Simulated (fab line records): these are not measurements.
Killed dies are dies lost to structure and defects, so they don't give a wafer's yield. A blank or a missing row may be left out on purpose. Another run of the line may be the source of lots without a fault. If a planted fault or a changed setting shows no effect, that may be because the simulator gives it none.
Matching of chambers :: flow nand harc :: NHARC_A_BONDPAD_CMP_19 on cmp-01 has 4 sister chambers
The step polishes, t overpolish 30 s, cu recess touch 16 s, target thk 169.82 nm. 16 wafers are shown with their chamber, then 8 later ones without.

WAFERS WITH THEIR CHAMBER
wafer: L858.2
chamber: 3
motor current A (A): 11.7
overpolish run s (s): 29.982

wafer: L858.3
chamber: 1
motor current A (A): 11.2
overpolish run s (s): 30.003

wafer: L858.5
chamber: 2
motor current A (A): 10.2
overpolish run s (s): 29.987

wafer: L860.3
chamber: 1
motor current A (A): 11.0
overpolish run s (s): 30.006

wafer: L860.5
chamber: 0
motor current A (A): 11.5
overpolish run s (s): 29.992

wafer: L860.6
chamber: 1
motor current A (A): 10.7
overpolish run s (s): 30.002

wafer: L861.1
chamber: 2
motor current A (A): 9.5
overpolish run s (s): 30.007

wafer: L861.4
chamber: 0
motor current A (A): 11.1
overpolish run s (s): 30.006

wafer: L861.6
chamber: 3
motor current A (A): 11.5
overpolish run s (s): 29.994

wafer: L862.1
chamber: 1
motor current A (A): 11.4
overpolish run s (s): 30.003

wafer: L862.2
chamber: 0
motor current A (A): 12.0
overpolish run s (s): 30.005

wafer: L862.5
chamber: 1
motor current A (A): 11.9
overpolish run s (s): 29.998

wafer: L867.3
chamber: 3
motor current A (A): 11.2
overpolish run s (s): 29.989

wafer: L867.5
chamber: 1
motor current A (A): 11.1
overpolish run s (s): 29.988

wafer: L867.6
chamber: 2
motor current A (A): 9.7
overpolish run s (s): 29.988

wafer: L868.1
chamber: 1
motor current A (A): 10.6
overpolish run s (s): 30.010

SIGNATURES (averages over the wafers above)
reading: motor current A
chamber 0: 11.533
chamber 1: 11.129
chamber 2: 9.800
chamber 3: 11.467
scatter within a chamber: 0.403

reading: overpolish run s
chamber 0: 30.00100
chamber 1: 30.00143
chamber 2: 29.99400
chamber 3: 29.98833
scatter within a chamber: 0.00785
Rule: a wafer's distance from a chamber is the root of the sum, over the readings, of the square of ((its reading less the chamber's mean) divided by the reading's scatter). If the next closest chamber is less than 2 further off than the closest, the wafer can't be placed; otherwise it belongs to the closest. How the scatter is found: for the shown wafers, subtract from each reading the mean of its chamber, square and add these, divide the total by (wafers less chambers), then take the root.

WAFERS WHOSE CHAMBER IS MISSING
wafer: L868.3
motor current A (A): 11.4
overpolish run s (s): 29.991

wafer: L868.6
motor current A (A): 9.5
overpolish run s (s): 30.005

wafer: L875.2
motor current A (A): 10.7
overpolish run s (s): 30.002

wafer: L875.3
motor current A (A): 11.1
overpolish run s (s): 30.010

wafer: L875.4
motor current A (A): 10.2
overpolish run s (s): 30.004

wafer: L877.1
motor current A (A): 11.2
overpolish run s (s): 29.999

wafer: L877.4
motor current A (A): 11.6
overpolish run s (s): 30.004

wafer: L877.6
motor current A (A): 9.8
overpolish run s (s): 29.982

CHAMBER TAKEN BY EACH
wafer: L868.3
from the rows above: can't be placed: 3 or 0 or 1
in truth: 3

wafer: L868.6
from the rows above: 2
in truth: 2

wafer: L875.2
from the rows above: can't be placed: 1 or 0 or 2 or 3
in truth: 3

wafer: L875.3
from the rows above: can't be placed: 1 or 0 or 3
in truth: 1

wafer: L875.4
from the rows above: can't be placed: 2 or 1 or 0
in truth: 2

wafer: L877.1
from the rows above: can't be placed: 1 or 0 or 3
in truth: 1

wafer: L877.4
from the rows above: can't be placed: 0 or 1 or 3
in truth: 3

wafer: L877.6
from the rows above: 2
in truth: 2
2 of 8 placed correctly. These rows do not allow placing 6 (true chamber among the candidates in 6). Wrongly placed: 0.
